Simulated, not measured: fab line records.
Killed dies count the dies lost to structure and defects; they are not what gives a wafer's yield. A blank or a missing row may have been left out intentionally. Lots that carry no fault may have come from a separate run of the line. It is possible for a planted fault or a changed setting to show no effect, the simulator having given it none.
fab line records / flow n5-finfet
record lots=5 wafers=15 last-day=15
route steps=1938 shown BEOL_M3@969 BEOL_M4@1111 PASSIVATION@1936
lots that met no fault: from a run of the same line without faults
start-h: start of the lot's first displayed wafer, in hours after the record's first day / wait-h: hours since the lot's step before / " the same as in the row above / L1.1+2: one row covering several wafers at once / - no value, or no start given / * or withheld: withheld / < > ~ a bound
route shown NAME@n: a module of which the file shows steps, and the number in the route of the first / usual: mean/standard deviation of fault-free wafers / same: alike in all rows / chamber/n: place in a boat / sites: the reading at each site / _std_site: how widely they spread, as a standard deviation / _edge_site: outer sites' mean less inner sites' / radius-mm: how far each site lies from the wafer's centre / mask NAME#n: copy n / behind: the last tool/chamber to shape the wafer / hold: cause of the lot's hold/its duration in hours/its outcome / device: whichever transistor did not switch (one of n, p or np) / end of line: the route-end tests of the same wafers / for a step that has no rows: nothing shown but its recipe / killed: dies that structure and defects cost at the first sort, which is not the same as the wafer's yield / map: dies across one wafer; x = killed, . = not, _ = none there
set.NAME: the setting that was run; set.NAME@STEP: the one run at that earlier step / model.NAME: the simulator's own value behind a step, which no gauge read
a table for each step, a row for each wafer; lots at some steps of the route
services: when a tool's chamber went out of use (start-h, in hours from the record's first day, below 0 if earlier), for how many hours, and the reason
## steps
# step N5_BEOL_M3_DESCUM_33
# recipe chemistry=O2 time-s=7 source-power-w=50 bias-power-w=20 pressure-mtorr=20 rf-frequency-hz=2.712e+07 temp-c=40 resist=CAR-EUV o2-flow-sccm=225
# step N5_BEOL_M3_ETCH_77
# recipe chemistry=N2/H2 target=underlayer target-depth-a=65 mask-material=CAR-EUV time-s=5.2 ion-energy-ev=200 pressure-mtorr=30 source-w=840 bias-w=150 n2-flow-sccm=200 h2-flow-sccm=200 ends=cleared
# step N5_BEOL_M3_ETCH_69
# recipe chemistry=CF4 target=SiARC target-depth-a=156 mask-material=CAR-EUV time-s=26 ion-energy-ev=80 pressure-mtorr=40 source-w=545 bias-w=36 Ar_flow_sccm=100 cf4-flow-sccm=100 ends=cleared
# step N5_BEOL_M3_ALD_98
# recipe material=SiO2 target-thk-a=25 temp-c=100 ald-precursor-family=BDEAS ald-co-reactant=O2-plasma pulse-time-s=1 co-reactant-pulse-time-s=1 purge-time-s=2 co-reactant-purge-time-s=2 ald-cycles=17 pressure-torr=2
# step N5_BEOL_M3_ETCHBACK_99
# recipe chemistry=CHF3 target=SiO2 target-depth-a=50 time-s=10.4 source-w=215 bias-w=47 Ar_flow_sccm=200 CHF3_flow_sccm=12 ion-energy-ev=100 pressure-mtorr=30
# step N5_BEOL_M3_ETCH_70
# recipe chemistry=N2/H2 target=SOC target-depth-a=800 overetch-a=160 mask-material=SiARC temp-c=40 time-s=120 ion-energy-ev=200 pressure-mtorr=30 source-w=840 bias-w=150 n2-flow-sccm=200 h2-flow-sccm=200
# step N5_BEOL_M3_STRIP_71
# recipe chemistry=N2/H2 temp-c=40 n2-flow-sccm=200 h2-flow-sccm=200 rf-frequency-hz=6e+07
# step N5_BEOL_M3_STRIP_78
# recipe chemistry=N2/H2 temp-c=40 n2-flow-sccm=200 h2-flow-sccm=200 rf-frequency-hz=6e+07
# step N5_BEOL_M3_VIA_ETCH_34
# recipe chemistry=C4F6/O2 target-depth-a=694 mask-material=SOC pressure-mtorr=15 ion-energy-ev=250 taper-deg=4 time-s=65.9 source-w=350 bias-w=170 Ar_flow_sccm=300 C4F6_flow_sccm=10 O2_flow_sccm=10
# step N5_BEOL_M3_STRIP_83
# recipe chemistry=C4F6/O2 resist=SiARC rf-frequency-hz=6e+07
# step N5_BEOL_M3_STRIP_36
# recipe chemistry=N2/H2 power-w=450 temp-c=40 pressure-mtorr=20 rf-frequency-hz=6e+07 overash-fraction=0.3 bias-power-w=7 h2-frac=0.5 n2-flow-sccm=200 h2-flow-sccm=200
# step N5_BEOL_M3_TRENCH_ETCH_37
# recipe chemistry=C4F6/O2 target-depth-a=555.55 target=SiOC time-s=29.2 ion-energy-ev=250 pressure-mtorr=30 source-w=355 bias-w=185 Ar_flow_sccm=300 C4F6_flow_sccm=10 O2_flow_sccm=10
# usual bias-w=185.0/0.57 drypump-motor-current-A=5.8/0.57 oes_f_703_au=0.81/0.071 oes-product-au=0.81/0.075 rf-vpp-V=662/4.1 showerhead-plenum-p-Torr=2.87/0.096 throttle-valve-pct=20.84/0.22
lot.wafer=L845.2 tool=rie-diel-02 chamber=1 start-h=171.58 wait-h=- bias-w=185.3 drypump-motor-current-A=5.5 oes_f_703_au=0.75 oes-product-au=0.75 rf-hours-counter-h=156 rf-vpp-V=659 showerhead-plenum-p-Torr=2.94 throttle-valve-pct=20.83
lot.wafer=L845.3 tool=rie-diel-02 chamber=0 start-h=171.58 wait-h=- bias-w=184.7 drypump-motor-current-A=5.1 oes_f_703_au=0.95 oes-product-au=0.94 rf-hours-counter-h=10 rf-vpp-V=658 showerhead-plenum-p-Torr=3.03 throttle-valve-pct=21.09
lot.wafer=L845.6 tool=rie-diel-02 chamber=1 start-h=171.58 wait-h=- bias-w=185.7 drypump-motor-current-A=5.5 oes_f_703_au=0.76 oes-product-au=0.74 rf-hours-counter-h=- rf-vpp-V=660 showerhead-plenum-p-Torr=2.94 throttle-valve-pct=20.86
lot.wafer=L852.2 tool=rie-diel-02 chamber=0 start-h=218.02 wait-h=- bias-w=193.8 drypump-motor-current-A=5.1 oes_f_703_au=0.90 oes-product-au=0.91 rf-hours-counter-h=30 rf-vpp-V=682 showerhead-plenum-p-Torr=3.02 throttle-valve-pct=21.11
lot.wafer=L852.4 tool=rie-diel-02 chamber=3 start-h=218.02 wait-h=- bias-w=193.5 drypump-motor-current-A=6.6 oes_f_703_au=0.91 oes-product-au=0.93 rf-hours-counter-h=- rf-vpp-V=691 showerhead-plenum-p-Torr=2.90 throttle-valve-pct=20.54
lot.wafer=L852.6 tool=rie-diel-02 chamber=0 start-h=218.02 wait-h=- bias-w=193.3 drypump-motor-current-A=5.1 oes_f_703_au=0.90 oes-product-au=0.91 rf-hours-counter-h=- rf-vpp-V=683 showerhead-plenum-p-Torr=3.02 throttle-valve-pct=21.11
lot.wafer=L851.1 tool=rie-diel-06 chamber=1 start-h=218.30 wait-h=- bias-w=185.8 drypump-motor-current-A=5.5 oes_f_703_au=0.72 oes-product-au=0.72 rf-hours-counter-h=192 rf-vpp-V=664 showerhead-plenum-p-Torr=2.73 throttle-valve-pct=20.89
lot.wafer=L851.2 tool=rie-diel-06 chamber=3 start-h=218.30 wait-h=- bias-w=185.1 drypump-motor-current-A=6.6 oes_f_703_au=0.82 oes-product-au=0.82 rf-hours-counter-h=90 rf-vpp-V=656 showerhead-plenum-p-Torr=2.76 throttle-valve-pct=20.84
lot.wafer=L851.6 tool=rie-diel-06 chamber=2 start-h=218.30 wait-h=- bias-w=185.5 drypump-motor-current-A=6.5 oes_f_703_au=0.76 oes-product-au=0.76 rf-hours-counter-h=- rf-vpp-V=668 showerhead-plenum-p-Torr=2.85 throttle-valve-pct=20.98
lot.wafer=L856.1 tool=rie-diel-02 chamber=3 start-h=232.80 wait-h=- bias-w=194.6 drypump-motor-current-A=6.6 oes_f_703_au=0.89 oes-product-au=0.89 rf-hours-counter-h=28 rf-vpp-V=691 showerhead-plenum-p-Torr=2.90 throttle-valve-pct=20.56
lot.wafer=L856.5 tool=rie-diel-02 chamber=2 start-h=232.80 wait-h=- bias-w=194.1 drypump-motor-current-A=5.1 oes_f_703_au=0.79 oes-product-au=0.79 rf-hours-counter-h=- rf-vpp-V=685 showerhead-plenum-p-Torr=2.76 throttle-valve-pct=20.73
lot.wafer=L856.6 tool=rie-diel-02 chamber=3 start-h=232.80 wait-h=- bias-w=193.8 drypump-motor-current-A=6.6 oes_f_703_au=0.89 oes-product-au=0.91 rf-hours-counter-h=- rf-vpp-V=692 showerhead-plenum-p-Torr=2.90 throttle-valve-pct=20.57
lot.wafer=L857.1 tool=rie-diel-02 chamber=0 start-h=236.79 wait-h=- bias-w=193.2 drypump-motor-current-A=5.1 oes_f_703_au=0.88 oes-product-au=0.90 rf-hours-counter-h=37 rf-vpp-V=683 showerhead-plenum-p-Torr=3.02 throttle-valve-pct=21.12
lot.wafer=L857.2 tool=rie-diel-02 chamber=3 start-h=236.79 wait-h=- bias-w=194.6 drypump-motor-current-A=6.6 oes_f_703_au=0.89 oes-product-au=0.90 rf-hours-counter-h=29 rf-vpp-V=691 showerhead-plenum-p-Torr=2.90 throttle-valve-pct=20.55
lot.wafer=L857.6 tool=rie-diel-02 chamber=1 start-h=236.79 wait-h=- bias-w=193.9 drypump-motor-current-A=5.5 oes_f_703_au=0.74 oes-product-au=0.73 rf-hours-counter-h=- rf-vpp-V=683 showerhead-plenum-p-Torr=2.93 throttle-valve-pct=20.91
# step N5_BEOL_M3_ETCH_41
# recipe chemistry=CH3F/O2 target=SiCN target-depth-a=299 taper-deg=2 time-s=52.5 ion-energy-ev=120 mask-material=TiN pressure-mtorr=30 source-w=395 bias-w=75 Ar_flow_sccm=150 CH3F_flow_sccm=30 O2_flow_sccm=20
# step N5_BEOL_M4_RC_MEAS_101
# usual DIBL_N=36.3/1.2 DIBL_P=36.7/1.5 IOFF_N=0.164/0.02 IOFF_P=0.214/0.024 ION_N=673/8.5 ION_P=461/5.9 SS_N=71.6/0.44 SS_P=73.3/0.55 VT_N=249.4/2.4 VT_P=-250.0/2.3
lot.wafer=L845.2 tool=prober-01 chamber=0 start-h=194.91 wait-h=0.2 DIBL_N[mV/V]=35.8 DIBL_P[mV/V]=38.1 IOFF_N[nA/um]=0.168 IOFF_P[nA/um]=0.214 ION_N[uA/um]=678 ION_P[uA/um]=462 SS_N[mV/dec]=71.2 SS_P[mV/dec]=73.9 VT_N[mV]=247.9 VT_P[mV]=-252.2
lot.wafer=L845.3 tool=prober-01 chamber=0 start-h=194.91 wait-h=0.2 DIBL_N[mV/V]=34.7 DIBL_P[mV/V]=36.0 IOFF_N[nA/um]=0.141 IOFF_P[nA/um]=0.180 ION_N[uA/um]=669 ION_P[uA/um]=455 SS_N[mV/dec]=70.6 SS_P[mV/dec]=72.5 VT_N[mV]=251.3 VT_P[mV]=-251.2
lot.wafer=L845.6 tool=prober-01 chamber=0 start-h=194.91 wait-h=0.2 DIBL_N[mV/V]=35.6 DIBL_P[mV/V]=36.7 IOFF_N[nA/um]=0.156 IOFF_P[nA/um]=0.194 ION_N[uA/um]=668 ION_P[uA/um]=455 SS_N[mV/dec]=72.1 SS_P[mV/dec]=72.8 VT_N[mV]=250.0 VT_P[mV]=-253.7
lot.wafer=L852.2 tool=prober-01 chamber=0 start-h=232.39 wait-h=0.2 DIBL_N[mV/V]=37.4 DIBL_P[mV/V]=38.2 IOFF_N[nA/um]=0.176 IOFF_P[nA/um]=0.252 ION_N[uA/um]=673 ION_P[uA/um]=467 SS_N[mV/dec]=72.1 SS_P[mV/dec]=73.2 VT_N[mV]=248.4 VT_P[mV]=-246.0
lot.wafer=L852.4 tool=prober-01 chamber=0 start-h=232.39 wait-h=0.2 DIBL_N[mV/V]=36.3 DIBL_P[mV/V]=37.4 IOFF_N[nA/um]=0.160 IOFF_P[nA/um]=0.228 ION_N[uA/um]=664 ION_P[uA/um]=460 SS_N[mV/dec]=71.9 SS_P[mV/dec]=73.2 VT_N[mV]=248.9 VT_P[mV]=-250.0
lot.wafer=L852.6 tool=prober-01 chamber=0 start-h=232.39 wait-h=0.2 DIBL_N[mV/V]=37.3 DIBL_P[mV/V]=38.4 IOFF_N[nA/um]=0.179 IOFF_P[nA/um]=0.254 ION_N[uA/um]=678 ION_P[uA/um]=466 SS_N[mV/dec]=71.8 SS_P[mV/dec]=74.4 VT_N[mV]=247.0 VT_P[mV]=-246.8
lot.wafer=L851.1 tool=prober-01 chamber=0 start-h=233.70 wait-h=0.0 DIBL_N[mV/V]=35.2 DIBL_P[mV/V]=36.6 IOFF_N[nA/um]=0.156 IOFF_P[nA/um]=0.211 ION_N[uA/um]=676 ION_P[uA/um]=465 SS_N[mV/dec]=70.9 SS_P[mV/dec]=72.7 VT_N[mV]=247.4 VT_P[mV]=-249.8
lot.wafer=L851.2 tool=prober-01 chamber=0 start-h=233.70 wait-h=0.0 DIBL_N[mV/V]=35.7 DIBL_P[mV/V]=36.8 IOFF_N[nA/um]=0.159 IOFF_P[nA/um]=0.204 ION_N[uA/um]=677 ION_P[uA/um]=457 SS_N[mV/dec]=71.3 SS_P[mV/dec]=73.1 VT_N[mV]=248.4 VT_P[mV]=-252.8
lot.wafer=L851.6 tool=prober-01 chamber=0 start-h=233.70 wait-h=0.0 DIBL_N[mV/V]=35.8 DIBL_P[mV/V]=37.0 IOFF_N[nA/um]=0.169 IOFF_P[nA/um]=0.213 ION_N[uA/um]=676 ION_P[uA/um]=459 SS_N[mV/dec]=71.2 SS_P[mV/dec]=72.8 VT_N[mV]=249.8 VT_P[mV]=-250.5
lot.wafer=L857.1 tool=prober-01 chamber=0 start-h=253.74 wait-h=0.0 DIBL_N[mV/V]=37.5 DIBL_P[mV/V]=37.5 IOFF_N[nA/um]=0.181 IOFF_P[nA/um]=0.254 ION_N[uA/um]=683 ION_P[uA/um]=468 SS_N[mV/dec]=71.5 SS_P[mV/dec]=74.0 VT_N[mV]=249.3 VT_P[mV]=-248.8
lot.wafer=L857.2 tool=prober-01 chamber=0 start-h=253.74 wait-h=0.0 DIBL_N[mV/V]=36.3 DIBL_P[mV/V]=35.7 IOFF_N[nA/um]=0.156 IOFF_P[nA/um]=0.210 ION_N[uA/um]=676 ION_P[uA/um]=464 SS_N[mV/dec]=71.6 SS_P[mV/dec]=72.7 VT_N[mV]=251.2 VT_P[mV]=-250.6
lot.wafer=L857.6 tool=prober-01 chamber=0 start-h=253.74 wait-h=0.0 DIBL_N[mV/V]=35.3 DIBL_P[mV/V]=34.9 IOFF_N[nA/um]=0.148 IOFF_P[nA/um]=0.198 ION_N[uA/um]=665 ION_P[uA/um]=457 SS_N[mV/dec]=71.4 SS_P[mV/dec]=72.8 VT_N[mV]=251.6 VT_P[mV]=-251.7
lot.wafer=L856.1 tool=prober-02 chamber=0 start-h=254.03 wait-h=0.0 DIBL_N[mV/V]=37.5 DIBL_P[mV/V]=38.8 IOFF_N[nA/um]=0.176 IOFF_P[nA/um]=0.203 ION_N[uA/um]=665 ION_P[uA/um]=453 SS_N[mV/dec]=72.3 SS_P[mV/dec]=73.5 VT_N[mV]=247.6 VT_P[mV]=-253.1
lot.wafer=L856.5 tool=prober-02 chamber=0 start-h=254.03 wait-h=0.0 DIBL_N[mV/V]=36.9 DIBL_P[mV/V]=37.6 IOFF_N[nA/um]=0.158 IOFF_P[nA/um]=0.184 ION_N[uA/um]=666 ION_P[uA/um]=452 SS_N[mV/dec]=71.1 SS_P[mV/dec]=72.7 VT_N[mV]=251.2 VT_P[mV]=-250.3
lot.wafer=L856.6 tool=prober-02 chamber=0 start-h=254.03 wait-h=0.0 DIBL_N[mV/V]=38.7 DIBL_P[mV/V]=39.2 IOFF_N[nA/um]=0.201 IOFF_P[nA/um]=0.215 ION_N[uA/um]=663 ION_P[uA/um]=450 SS_N[mV/dec]=72.1 SS_P[mV/dec]=73.4 VT_N[mV]=249.5 VT_P[mV]=-252.6
# step N5_PASSIVATION_PROBE_49
# usual defect-limited-yield=91.2/1.5 killed_at_M0_to_M3=35/11 killed_at_M4_up=13/5.6 killed-at-contacts=13/6.3 killed-at-front-end=38/12 killed-at-other=3.7/2.9 killed-dies=104/18 killed-open=69/13 killed-short=34/8.3 sort_bin_5_function=5.2/0.95 sort_bin_6_memory=3.3/0.68 sort-n-pass=1076/18 sort-yield-pct=91.2/1.5
# same gross-dies=1180 killed-at-back-side=0 sort_bin_4_leakage[%]=0 sort_bin_8_speed[%]=0
lot.wafer=L851.2 tool=prober-01 chamber=- start-h=333.61 wait-h=0.1 defect-limited-yield[%]=92.7 killed_at_M0_to_M3=23 killed_at_M4_up=10 killed-at-contacts=13 killed-at-front-end=33 killed-at-other=7 killed-dies=86 killed-open=56 killed-short=30 sort_bin_5_function[%]=3.6 sort_bin_6_memory[%]=3.4 sort-n-pass=1094 sort-yield-pct[%]=92.7
lot.wafer=L852.2 tool=prober-01 chamber=- start-h=338.19 wait-h=0.2 defect-limited-yield[%]=91.7 killed_at_M0_to_M3=32 killed_at_M4_up=12 killed-at-contacts=8 killed-at-front-end=44 killed-at-other=2 killed-dies=98 killed-open=57 killed-short=41 sort_bin_5_function[%]=5.3 sort_bin_6_memory[%]=2.8 sort-n-pass=1082 sort-yield-pct[%]=91.7
lot.wafer=L852.6 tool=prober-01 chamber=- start-h=338.39 wait-h=0.4 defect-limited-yield[%]=91.9 killed_at_M0_to_M3=28 killed_at_M4_up=12 killed-at-contacts=7 killed-at-front-end=48 killed-at-other=0 killed-dies=95 killed-open=70 killed-short=25 sort_bin_5_function[%]=4.5 sort_bin_6_memory[%]=3.2 sort-n-pass=1085 sort-yield-pct[%]=91.9
lot.wafer=L856.1 tool=prober-01 chamber=- start-h=359.75 wait-h=0.0 defect-limited-yield[%]=90.4 killed_at_M0_to_M3=40 killed_at_M4_up=16 killed-at-contacts=23 killed-at-front-end=33 killed-at-other=1 killed-dies=113 killed-open=78 killed-short=35 sort_bin_5_function[%]=5.4 sort_bin_6_memory[%]=3.8 sort-n-pass=1067 sort-yield-pct[%]=90.4
lot.wafer=L856.5 tool=prober-01 chamber=- start-h=359.95 wait-h=0.2 defect-limited-yield[%]=89.1 killed_at_M0_to_M3=65 killed_at_M4_up=11 killed-at-contacts=22 killed-at-front-end=29 killed-at-other=2 killed-dies=129 killed-open=91 killed-short=37 sort_bin_5_function[%]=5.8 sort_bin_6_memory[%]=4.4 sort-n-pass=1051 sort-yield-pct[%]=89.1
lot.wafer=L857.1 tool=prober-01 chamber=- start-h=362.73 wait-h=0.0 defect-limited-yield[%]=92.6 killed_at_M0_to_M3=33 killed_at_M4_up=11 killed-at-contacts=5 killed-at-front-end=33 killed-at-other=5 killed-dies=87 killed-open=51 killed-short=35 sort_bin_5_function[%]=4.4 sort_bin_6_memory[%]=2.8 sort-n-pass=1093 sort-yield-pct[%]=92.6
lot.wafer=L857.2 tool=prober-01 chamber=- start-h=362.78 wait-h=0.1 defect-limited-yield[%]=92.7 killed_at_M0_to_M3=27 killed_at_M4_up=5 killed-at-contacts=5 killed-at-front-end=38 killed-at-other=11 killed-dies=86 killed-open=56 killed-short=30 sort_bin_5_function[%]=4.1 sort_bin_6_memory[%]=2.8 sort-n-pass=1094 sort-yield-pct[%]=92.7
lot.wafer=L857.6 tool=prober-01 chamber=- start-h=362.98 wait-h=0.3 defect-limited-yield[%]=93.3 killed_at_M0_to_M3=20 killed_at_M4_up=6 killed-at-contacts=5 killed-at-front-end=42 killed-at-other=6 killed-dies=79 killed-open=53 killed-short=25 sort_bin_5_function[%]=4.2 sort_bin_6_memory[%]=2.3 sort-n-pass=1101 sort-yield-pct[%]=93.3
# killed by level:class
L851.2 MOL_CONTACT_COAG:geometric-particle:open=11 BEOL_M0_SAQP:geometric-particle:open=8 STI_FIN_REVEAL:geometric-particle:open=7 BEOL_M0_SAQP:geometric-particle:short=7 BEOL_M4:geometric-particle:open=7 FIN_SAQP:geometric-particle:open=5 FIN_SAQP:geometric-particle:short=5 GATE_CUT:geometric-particle:open=3
L852.2 FIN_SAQP:geometric-particle:short=13 BEOL_M2:geometric-particle:open=8 FIN_SAQP:geometric-particle:open=7 MOL_CONTACT_COAG:geometric-particle:open=7 BEOL_M0_SAQP:geometric-particle:short=7 STI_FIN_REVEAL:geometric-particle:open=6 STARTING-WAFER:geometric-particle:short=5 BEOL_M1:geometric-particle:open=4
L852.6 STI_FIN_REVEAL:geometric-particle:open=13 FIN_SAQP:geometric-particle:open=10 BEOL_M3:geometric-particle:open=8 BEOL_M1:geometric-particle:open=7 FIN_SAQP:geometric-particle:short=6 DUMMY_GATE:geometric-particle:open=5 MOL_CONTACT_COAG:geometric-particle:open=5 BEOL_M2:geometric-particle:open=5
L856.1 MOL_CONTACT_COAG:geometric-particle:open=16 STI_FIN_REVEAL:geometric-particle:open=15 BEOL_M1:geometric-particle:open=11 BEOL_M0_SAQP:geometric-particle:short=8 BEOL_M2:geometric-particle:open=8 FIN_SAQP:geometric-particle:short=7 MOL_CONTACT_COAG:geometric-particle:short=7 BEOL_M0_SAQP:geometric-particle:open=7
L856.5 MOL_CONTACT_COAG:geometric-particle:open=19 BEOL_M0_SAQP:geometric-particle:open=15 BEOL_M3:geometric-particle:open=11 BEOL_M0_SAQP:geometric-particle:short=11 BEOL_M1:geometric-particle:open=9 BEOL_M2:geometric-particle:open=9 STI_FIN_REVEAL:geometric-particle:open=7 STARTING-WAFER:geometric-particle:open=6
L857.1 STI_FIN_REVEAL:geometric-particle:open=13 FIN_SAQP:geometric-particle:short=6 BEOL_M0_SAQP:geometric-particle:short=6 BEOL_M2:geometric-particle:open=6 BEOL_M0:geometric-particle:open=5 GATE_CUT:geometric-particle:short=4 BEOL_M0_SAQP:geometric-particle:open=4 BEOL_M2:geometric-particle:short=4
L857.2 FIN_SAQP:geometric-particle:open=7 BEOL_M0_SAQP:geometric-particle:open=7 MOL_CONTACT_COAG:geometric-particle:open=5 PASS1_CAP:geometric-particle:open=5 ILD0:geometric-particle:short=4 ILD0:geometric-particle:open=4 GATE_CUT:geometric-particle:short=4 BEOL_M0_SAQP:geometric-particle:short=4
L857.6 STI_FIN_REVEAL:geometric-particle:open=14 BEOL_M3:geometric-particle:open=6 DUMMY_GATE:geometric-particle:open=5 FIN_SAQP:geometric-particle:short=4 MOL_CONTACT_COAG:geometric-particle:open=4 BEOL_M0_SAQP:geometric-particle:short=4 STARTING-WAFER:geometric-particle:short=4 BEOL_M0_SAQP:geometric-particle:open=3
## services
tool=rie-diel-02 chamber=2 start-h=187.47 hours=42.2 kind=repair
## key
first-sign step=N5_BEOL_M3_TRENCH_ETCH_37 reading=bias-w direction=up sigmas=16 usual=* struck=*
effect step=N5_BEOL_M3_TRENCH_ETCH_37 reading=rf-vpp-V direction=up sigmas=6.1 usual=662 struck=687
met-at N5_BEOL_M3_TRENCH_ETCH_37
struck-wafers L852.2,L852.4,L852.6,L856.1,L856.5,L856.6,L857.1,L857.2,L857.6
onset-between 171.58 218.02
fault kind=process-parameter-drift tool=rie-diel-02 chamber=- onset-h=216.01 steps=N5_BEOL_M3_TRENCH_ETCH_37 channel=bias-w offset=* shape=step end-h=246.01 acts-in=* stated=*
